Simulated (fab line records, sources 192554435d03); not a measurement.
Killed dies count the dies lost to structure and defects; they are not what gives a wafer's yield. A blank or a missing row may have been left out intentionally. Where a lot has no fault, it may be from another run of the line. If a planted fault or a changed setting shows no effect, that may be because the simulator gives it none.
fab line records	flow n5Finfet
record lots=13	wafers=35	lastDay=18
route steps=1938 shown BEOL_M4@1105 BEOL_M5@1115 PASSIVATION@1936
lots that met no fault: taken from a fault-free run of the same line
startH: hours from the record's opening day to when the first of the lot's shown wafers began	waitH: how many hours have passed since the lot's step before this one	" same as the row above	L1.1+2: several wafers, shown together as one row	- value missing, or start not given	* or withheld: withheld	< > ~ a bound
route shown NAME@n: names a module that has steps shown in the file, with the first one's number in the route	usual: mean and standard deviation over wafers with no fault	same: alike in all rows	chamber/n: place in a boat	sites: the reading at each site	_std_site: their standard deviation	_edge_site: mean of outer sites minus mean of inner sites	radiusMm: how far each site lies from the wafer's centre	mask NAME#n: copy n	behind: the most recent tool/chamber to have shaped the wafer	hold: what put the lot on hold/how long, in hours/how the hold closed	device: the n, p or np transistor that did not switch	end of line: the route-end tests of the same wafers	a step with no rows: only its recipe	killed: dies that structure and defects cost at the first sort, which is not the same as the wafer's yield	map: per-die view of a wafer (x killed, . not killed, _ where there is no die)
set.NAME: setting as actually run; set.NAME@STEP: the setting as run at that earlier step	model.NAME: the simulator's own value behind a step, which no gauge read
a sample of lots followed through the steps of the route, with each step as a table and each wafer as a row
services: a tool's chamber out of use, with start hour (startH, from the record's first day; less than 0 if before it), hours out, and reason
## steps
# step N5_BEOL_M4_PRE_CLEAN_60
# recipe gas=NH3/H2	timeS=15	tempC=*	rfPowerW=300
# usual heaterPowerW=83/7
# same timeS=15
lot.wafer	tool	chamber	startH	waitH	heaterPowerW	sinceWetCleanH
L724.3	cvdCo-02	1	204.00	0.0	90	1183
L724.4	"	2	"	"	84	-
L724.6	"	0	"	"	75	-
L725.1	cvdCo-02	0	205.07	0.0	74	746
L725.2	"	1	"	"	89	1184
L725.5	"	2	"	"	82	-
L728.1	cvdCo-01	2	206.40	0.0	75	507
L728.3	"	1	"	"	85	70
L726.1	cvdCo-02	2	206.93	0.0	83	289
L726.3	"	1	"	"	89	1186
L726.6	"	1	"	"	89	-
L729.4	cvdCo-01	0	211.89	0.1	93	-
L729.5	"	1	"	"	86	-
L731.4	cvdCo-01	0	217.13	0.1	93	-
L731.5	"	2	"	"	74	-
L732.3	cvdCo-02	2	247.73	0.0	83	330
L732.5	"	0	"	"	75	-
L732.6	"	2	"	"	84	-
L733.2	cvdCo-02	2	248.29	0.0	83	330
L733.5	"	0	"	"	74	-
L733.6	"	2	"	"	84	-
L734.2	cvdCo-01	2	248.61	0.0	74	549
L734.3	"	1	"	"	86	112
L734.5	"	1	"	"	83	-
L743.2	cvdCo-01	0	304.90	0.0	92	1065
L743.4	"	2	"	"	76	-
L744.4	cvdCo-02	2	308.13	0.1	87	-
L744.5	"	1	"	"	89	-
L744.6	"	0	"	"	77	-
L746.2	cvdCo-02	2	321.51	0.0	86	404
L746.3	"	1	"	"	89	1300
L746.6	"	2	"	"	84	-
L745.1	cvdCo-01	1	321.74	0.0	84	185
L745.3	"	2	"	"	75	622
L745.5	"	1	"	"	87	-
# step N5_BEOL_M5_PECVD_70
# recipe material=SiO2	targetThkA=160	tempC=400	precursor=TEOS/O2	pressureTorr=5.5	rfW=450	teosFlowSccm=53.8	gas=O2	flowSccm=3000	timeS=18
# usual heaterPowerW=664/68	showerheadPlenumPTorr=8.77/0.062	throttleValvePct=22.3/0.69
# same timeS=18
lot.wafer	tool	chamber	startH	waitH	heaterPowerW	showerheadPlenumPTorr	sinceWetCleanH	throttleValvePct
L724.3	pecvd-02	1	205.84	0.0	822	8.76	1816	22.9
L724.4	"	2	"	"	597	8.83	-	21.6
L724.6	"	1	"	"	824	8.74	-	22.9
L725.1	pecvd-03	0	206.92	0.0	685	8.71	1273	21.9
L725.2	"	1	"	"	711	8.81	1998	23.4
L725.5	"	1	"	"	734	8.78	-	23.0
L728.1	pecvd-01	1	208.29	0.0	547	8.75	1456	23.3
L728.3	"	1	"	"	569	8.75	-	23.3
L726.1	pecvd-02	1	208.78	0.0	741	8.76	1819	22.9
L726.3	"	2	"	"	612	8.83	340	21.7
L726.6	"	2	"	"	607	8.83	-	21.5
L729.4	pecvd-01	1	213.78	0.1	636	8.75	-	23.3
L729.5	"	1	"	"	645	8.74	-	23.6
L731.4	pecvd-03	1	218.98	0.1	773	8.79	-	23.1
L731.5	"	2	"	"	653	8.85	-	21.2
L732.3	pecvd-02	0	249.58	0.0	558	8.78	1135	22.3
L732.5	"	1	"	"	806	8.74	-	22.7
L732.6	"	0	"	"	563	8.81	-	22.3
L733.2	pecvd-02	1	250.54	0.0	781	8.75	1861	22.9
L733.5	"	1	"	"	786	8.73	-	22.8
L733.6	"	0	"	"	599	8.82	-	22.3
L734.2	pecvd-02	2	251.62	0.0	649	8.86	383	21.8
L734.3	"	1	"	"	697	8.75	1862	22.8
L734.5	"	0	"	"	677	8.79	-	22.3
L743.2	pecvd-02	1	306.80	0.0	812	8.74	1917	22.7
L743.4	"	1	"	"	784	8.76	-	22.9
L744.4	pecvd-01	0	310.47	0.1	595	8.65	-	22.2
L744.5	"	1	"	"	599	8.75	-	23.4
L744.6	"	2	"	"	668	8.70	-	21.3
L746.2	pecvd-01	2	323.36	0.0	678	8.73	92	21.6
L746.3	"	0	"	"	690	8.65	846	22.3
L746.6	"	2	"	"	683	8.69	-	21.4
L745.1	pecvd-02	0	324.02	0.0	711	8.80	1209	22.2
L745.3	"	1	"	"	775	8.73	1934	22.9
L745.5	"	1	"	"	778	8.75	-	23.0
# step N5_BEOL_M5_COAT_71
# recipe resist=underlayer	tempC=205	timeS=60	spinRpm=1500	resistThkNm=5
# usual spinSpeedRpm=1499.7/1
# same timeS=60
lot.wafer	tool	chamber	startH	waitH	spinSpeedRpm
L724.3	lithoTrack-01	0	206.70	-	1500.0
L724.4	"	0	"	"	1500.1
L724.6	"	0	"	"	1501.5
L725.1	lithoTrack-01	0	207.40	-	1499.9
L725.2	"	0	"	"	1500.9
L725.5	"	0	"	"	1497.3
L728.1	lithoTrack-03	0	211.26	-	1498.5
L728.3	"	0	"	"	1501.1
L726.1	lithoTrack-01	0	211.36	-	1500.5
L726.3	"	0	"	"	1498.0
L726.6	"	0	"	"	1501.3
L729.4	lithoTrack-05	0	216.60	-	1499.4
L729.5	"	0	"	"	1500.1
L731.4	lithoTrack-01	0	220.98	-	1499.8
L731.5	"	0	"	"	1499.9
L732.3	lithoTrack-05	0	250.49	-	1500.0
L732.5	"	0	"	"	1499.3
L732.6	"	0	"	"	1499.9
L733.2	lithoTrack-01	0	250.90	-	1545.8
L733.5	"	0	"	"	1543.9
L733.6	"	0	"	"	1543.7
L734.2	lithoTrack-01	0	253.32	-	1546.0
L734.3	"	0	"	"	1544.5
L734.5	"	0	"	"	1544.9
L743.2	lithoTrack-03	0	308.84	-	1500.1
L743.4	"	0	"	"	1500.6
L744.4	lithoTrack-05	0	310.85	-	1500.0
L744.5	"	0	"	"	1498.8
L744.6	"	0	"	"	1498.6
L746.2	lithoTrack-03	0	325.73	-	1500.6
L746.3	"	0	"	"	1499.1
L746.6	"	0	"	"	1500.8
L745.1	lithoTrack-01	0	326.18	-	1498.6
L745.3	"	0	"	"	1499.0
L745.5	"	0	"	"	1500.0
# step N5_BEOL_M5_OVL_MEAS_12
# recipe pointsPerWafer=522
# usual M5_OVL=-0.2/0.6
lot.wafer	tool	chamber	startH	waitH	M5_OVL[nm]
L724.3	overlay-01	0	207.13	0.0	-0.3
L724.4	"	0	"	"	-0.8
L724.6	"	0	"	"	-0.9
L725.1	overlay-02	0	207.81	0.0	0.1
L725.2	"	0	"	"	0.0
L725.5	"	0	"	"	0.3
L728.1	overlay-01	0	211.55	0.0	-0.2
L728.3	"	0	"	"	0.1
L726.1	overlay-02	0	211.77	0.0	-0.1
L726.3	"	0	"	"	-0.7
L726.6	"	0	"	"	-0.5
L729.4	overlay-01	0	217.03	0.0	0.4
L729.5	"	0	"	"	0.4
L731.4	overlay-02	0	221.41	0.0	-0.2
L731.5	"	0	"	"	-0.6
L732.3	overlay-02	0	250.79	0.0	-0.5
L732.5	"	0	"	"	-0.4
L732.6	"	0	"	"	-0.2
L733.2	overlay-01	0	251.19	0.0	0.3
L733.5	"	0	"	"	0.6
L733.6	"	0	"	"	1.0
L734.2	overlay-02	0	253.62	0.0	-0.3
L734.3	"	0	"	"	-0.3
L734.5	"	0	"	"	-0.5
L743.2	overlay-01	0	309.27	0.0	0.5
L743.4	"	0	"	"	-0.1
L744.4	overlay-01	0	311.16	0.0	0.4
L744.5	"	0	"	"	0.5
L744.6	"	0	"	"	1.3
L746.2	overlay-02	0	326.02	0.0	0.9
L746.3	"	0	"	"	0.8
L746.6	"	0	"	"	0.5
L745.1	overlay-02	0	326.59	0.0	-0.8
L745.3	"	0	"	"	-0.7
L745.5	"	0	"	"	0.5
# step N5_PASSIVATION_PROBE_49
# usual defectLimitedYield=91.2/1.6	killed_at_M0_to_M3=35/11	killed_at_M4_up=14/5.4	killedAtContacts=13/6	killedAtFrontEnd=38/11	killedAtOther=3.4/2.6	killedDies=104/19	killedOpen=68/13	killedShort=34/8.5	sort_bin_5_function=5.1/1	sort_bin_6_memory=3.3/0.72	sort_bin_8_speed=0.1/0.9	sortNPass=1075/22	sortYieldPct=91.1/1.9
# same grossDies=1180	killedAtBackSide=0	sort_bin_4_leakage[%]=0
lot.wafer	tool	chamber	startH	waitH	defectLimitedYield[%]	killed_at_M0_to_M3	killed_at_M4_up	killedAtContacts	killedAtFrontEnd	killedAtOther	killedDies	killedOpen	killedShort	sort_bin_5_function[%]	sort_bin_6_memory[%]	sort_bin_8_speed[%]	sortNPass	sortYieldPct[%]
L733.2	prober-02	-	355.92	0.1	91.9	31	11	11	39	4	96	72	23	4.2	3.6	0	1084	91.9
L733.5	prober-02	-	356.07	0.2	89.7	44	21	7	44	5	121	82	39	6.4	3.6	0.1	1058	89.7
L733.6	prober-02	-	356.12	0.3	87.6	57	23	12	50	4	146	95	49	7.0	4.9	0	1034	87.6
L732.5	prober-02	-	362.79	0.2	93.1	40	14	4	17	6	81	46	34	3.4	3.1	0	1099	93.1
# killed by level:class
L733.2 BEOL_M0_SAQP:geometricParticle:open=11 MOL_CONTACT_COAG:geometricParticle:open=9 DUMMY_GATE:geometricParticle:open=8 FIN_SAQP:geometricParticle:open=5 STI_FIN_REVEAL:geometricParticle:open=5 STARTING-WAFER:geometricParticle:short=5 GATE_CUT:geometricParticle:short=4 GATE_CUT:geometricParticle:open=4
L733.5 FIN_SAQP:geometricParticle:open=15 STI_FIN_REVEAL:geometricParticle:open=10 FIN_SAQP:geometricParticle:short=9 BEOL_M0_SAQP:geometricParticle:open=9 BEOL_M2:geometricParticle:open=8 BEOL_M0_SAQP:geometricParticle:short=7 BEOL_M4:geometricParticle:open=7 MOL_CONTACT_COAG:geometricParticle:open=6
L733.6 FIN_SAQP:geometricParticle:open=12 BEOL_M0_SAQP:geometricParticle:short=11 MOL_CONTACT_COAG:geometricParticle:open=10 BEOL_M2:geometricParticle:open=9 FIN_SAQP:geometricParticle:short=8 BEOL_M0_SAQP:geometricParticle:open=8 BEOL_M1:geometricParticle:open=8 BEOL_M5:geometricParticle:open=8
L732.5 BEOL_M2:geometricParticle:open=9 BEOL_M4:geometricParticle:open=9 BEOL_M3:geometricParticle:open=7 FIN_SAQP:geometricParticle:short=6 BEOL_M0_SAQP:geometricParticle:open=6 BEOL_M0_SAQP:geometricParticle:short=5 PASS1_CAP:geometricParticle:short=5 BEOL_M2:geometricParticle:short=4
## services
tool	chamber	startH	hours	kind
pecvd-01	2	202.43	-	clean
pecvd-01	2	202.43	-	consumableReplace:showerhead
pecvd-01	2	202.43	29.0	scheduledDown
pecvd-01	2	202.43	29.0	ventCycle
pecvd-03	-	203.07	0.6	repair
pecvd-02	-	213.43	0.8	repair
lithoTrack-05	-	222.42	-	consumableReplace:filter
pecvd-01	1	232.63	-	calibration
pecvd-03	2	241.42	8.2	repair
lithoTrack-01	-	241.91	-	consumableReplace:filter
cvdCo-01	-	254.93	1.0	repair
lithoTrack-05	-	255.66	-	consumableReplace:filter
cvdCo-01	1	293.30	15.5	repair
pecvd-02	1	295.80	5.9	repair
pecvd-03	2	302.47	2.1	scheduledDown
pecvd-03	0	306.33	5.5	scheduledDown
lithoTrack-03	-	319.98	-	consumableReplace:filter
## key
firstSign step=N5_BEOL_M5_COAT_71	reading=spinSpeedRpm	direction=up	sigmas=45	usual=*	struck=*
effect none on later readings
metAt N5_BEOL_M5_COAT_71
struckLots L733,L734
notActingAt N5_BEOL_M4_PRE_CLEAN_60,N5_BEOL_M5_PECVD_70,N5_BEOL_M5_OVL_MEAS_12
onsetBetween 220.98 250.90
fault kind=processParameterDrift	tool=lithoTrack-01	chamber=-	onsetH=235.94	steps=N5_BEOL_M5_COAT_71	channel=spinRpm	offset=*	shape=step	endH=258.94	actsIn=*	stated=*
